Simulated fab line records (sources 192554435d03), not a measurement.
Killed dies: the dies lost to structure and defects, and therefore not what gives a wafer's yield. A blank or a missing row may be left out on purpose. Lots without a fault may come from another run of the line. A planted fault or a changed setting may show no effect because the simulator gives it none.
Split-lot experiment || flow n5-finfet || 7 lots, 21 wafers read, on a route of 1938 steps

ABOUT THE SPLIT
At N5_DUMMY_GATE_COAT_28 (time 60 s, resist thk 10 nm), the setting spin-rpm was moved away from the recipe's 1500 rpm on 8 of the 21 wafers read, by -10.6% to +9.1%. For the rest of the wafers, this setting stayed at what the recipe calls for.

The reading is taken at the split's own step.

THE READING
underlayer_of_DUMMY_GATE_COAT_28.thk-nm (the simulator's own value, which no gauge read), in nm, at N5_DUMMY_GATE_COAT_28 (time 60 s, resist thk 10 nm). The file does not state a usual value for it. Average 10.0 nm, standard deviation 0.053 nm, over the 13 wafers here run with the recipe.

{"wafer": "L074.1", "tool, chamber at the split": "litho-track-05, 0", "spin-rpm as run, rpm": 1500, "against the recipe": "recipe", "underlayer_of_DUMMY_GATE_COAT_28.thk-nm, nm": 10, "against lot-mates on the recipe": "-"}
{"wafer": "L074.2", "tool, chamber at the split": "litho-track-05, 0", "spin-rpm as run, rpm": 1500, "against the recipe": "recipe", "underlayer_of_DUMMY_GATE_COAT_28.thk-nm, nm": 10, "against lot-mates on the recipe": "-"}
{"wafer": "L074.6", "tool, chamber at the split": "litho-track-05, 0", "spin-rpm as run, rpm": 1500, "against the recipe": "recipe", "underlayer_of_DUMMY_GATE_COAT_28.thk-nm, nm": 10, "against lot-mates on the recipe": "-"}
{"wafer": "L075.1", "tool, chamber at the split": "litho-track-03, 0", "spin-rpm as run, rpm": 1500, "against the recipe": "recipe", "underlayer_of_DUMMY_GATE_COAT_28.thk-nm, nm": 10, "against lot-mates on the recipe": "-"}
{"wafer": "L075.4", "tool, chamber at the split": "litho-track-03, 0", "spin-rpm as run, rpm": 1500, "against the recipe": "recipe", "underlayer_of_DUMMY_GATE_COAT_28.thk-nm, nm": 10, "against lot-mates on the recipe": "-"}
{"wafer": "L075.5", "tool, chamber at the split": "litho-track-03, 0", "spin-rpm as run, rpm": 1433, "against the recipe": "-4.5%", "underlayer_of_DUMMY_GATE_COAT_28.thk-nm, nm": 10.2, "against lot-mates on the recipe": "+0.2"}
{"wafer": "L076.2", "tool, chamber at the split": "litho-track-05, 0", "spin-rpm as run, rpm": 1624, "against the recipe": "+8.3%", "underlayer_of_DUMMY_GATE_COAT_28.thk-nm, nm": 9.6, "against lot-mates on the recipe": -0.2}
{"wafer": "L076.3", "tool, chamber at the split": "litho-track-05, 0", "spin-rpm as run, rpm": 1624, "against the recipe": "+8.3%", "underlayer_of_DUMMY_GATE_COAT_28.thk-nm, nm": 9.6, "against lot-mates on the recipe": -0.2}
{"wafer": "L076.6", "tool, chamber at the split": "litho-track-05, 0", "spin-rpm as run, rpm": 1500, "against the recipe": "recipe", "underlayer_of_DUMMY_GATE_COAT_28.thk-nm, nm": 9.8, "against lot-mates on the recipe": "-"}
{"wafer": "L079.2", "tool, chamber at the split": "litho-track-05, 0", "spin-rpm as run, rpm": 1500, "against the recipe": "recipe", "underlayer_of_DUMMY_GATE_COAT_28.thk-nm, nm": 10, "against lot-mates on the recipe": "-"}
{"wafer": "L079.4", "tool, chamber at the split": "litho-track-05, 0", "spin-rpm as run, rpm": 1500, "against the recipe": "recipe", "underlayer_of_DUMMY_GATE_COAT_28.thk-nm, nm": 10, "against lot-mates on the recipe": "-"}
{"wafer": "L079.3", "tool, chamber at the split": "litho-track-05, 0", "spin-rpm as run, rpm": 1341, "against the recipe": "-10.6%", "underlayer_of_DUMMY_GATE_COAT_28.thk-nm, nm": 10.4, "against lot-mates on the recipe": "+0.4"}
{"wafer": "L080.3", "tool, chamber at the split": "litho-track-05, 0", "spin-rpm as run, rpm": 1500, "against the recipe": "recipe", "underlayer_of_DUMMY_GATE_COAT_28.thk-nm, nm": 10, "against lot-mates on the recipe": "-"}
{"wafer": "L080.5", "tool, chamber at the split": "litho-track-05, 0", "spin-rpm as run, rpm": 1500, "against the recipe": "recipe", "underlayer_of_DUMMY_GATE_COAT_28.thk-nm, nm": 10, "against lot-mates on the recipe": "-"}
{"wafer": "L080.6", "tool, chamber at the split": "litho-track-05, 0", "spin-rpm as run, rpm": 1397, "against the recipe": "-6.9%", "underlayer_of_DUMMY_GATE_COAT_28.thk-nm, nm": 10.4, "against lot-mates on the recipe": "+0.4"}
{"wafer": "L092.1", "tool, chamber at the split": "litho-track-03, 0", "spin-rpm as run, rpm": 1408, "against the recipe": "-6.1%", "underlayer_of_DUMMY_GATE_COAT_28.thk-nm, nm": 10.4, "against lot-mates on the recipe": "+0.4"}
{"wafer": "L092.5", "tool, chamber at the split": "litho-track-03, 0", "spin-rpm as run, rpm": 1408, "against the recipe": "-6.1%", "underlayer_of_DUMMY_GATE_COAT_28.thk-nm, nm": 10.4, "against lot-mates on the recipe": "+0.4"}
{"wafer": "L092.4", "tool, chamber at the split": "litho-track-03, 0", "spin-rpm as run, rpm": 1500, "against the recipe": "recipe", "underlayer_of_DUMMY_GATE_COAT_28.thk-nm, nm": 10, "against lot-mates on the recipe": "-"}
{"wafer": "L096.2", "tool, chamber at the split": "litho-track-01, 0", "spin-rpm as run, rpm": 1637, "against the recipe": "+9.1%", "underlayer_of_DUMMY_GATE_COAT_28.thk-nm, nm": 9.6, "against lot-mates on the recipe": -0.4}
{"wafer": "L096.4", "tool, chamber at the split": "litho-track-01, 0", "spin-rpm as run, rpm": 1500, "against the recipe": "recipe", "underlayer_of_DUMMY_GATE_COAT_28.thk-nm, nm": 10, "against lot-mates on the recipe": "-"}
{"wafer": "L096.6", "tool, chamber at the split": "litho-track-01, 0", "spin-rpm as run, rpm": 1500, "against the recipe": "recipe", "underlayer_of_DUMMY_GATE_COAT_28.thk-nm, nm": 10, "against lot-mates on the recipe": "-"}

THE FIT
A straight line over all 21 wafers: underlayer_of_DUMMY_GATE_COAT_28.thk-nm changes by -0.0486 nm for each +1% of spin-rpm; r = -0.97; the points scatter about the line by 0.065 nm.
The same after taking each lot's own level away (the mean of its wafers on the recipe; 21 wafers): -0.041 nm for each +1%; r = -0.95; scatter 0.064 nm.
The reading moves by 0.43 nm for the largest change in spin-rpm, on that fit.
From 9.80 to 10.00 nm: that is the span of the lots' own levels, equal to 3.8 times the standard deviation above.
In other words, the slope is changed by the lot-to-lot level; the two fits disagree.
Check: with one of the wafers moved furthest among these (-10.6%) left out of the fit, the line predicts +0.49 nm for it against its lot-mates. Against them it came out at +0.4 nm.

OTHER SPLITS ON THESE WAFERS
Note: prior to the reading, these wafers also went through further splits. Each is held against what the fit with the lots' levels taken away leaves over:
{"other split on the same wafers": "N5_FIN_CUT_EXPOSE_05 dose-mj", "wafers away from the commonest value": 7, "r with underlayer_of_DUMMY_GATE_COAT_28.thk-nm (lot level and that fit taken away)": -0.44}
{"other split on the same wafers": "N5_FIN_CUT_ETCH_21 h2-flow-sccm", "wafers away from the commonest value": 7, "r with underlayer_of_DUMMY_GATE_COAT_28.thk-nm (lot level and that fit taken away)": -0.16}

THE FILE'S OWN FIT
underlayer_of_DUMMY_GATE_COAT_28.thk-nm changes by -0.0424 nm for each +1% of spin-rpm, r = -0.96.
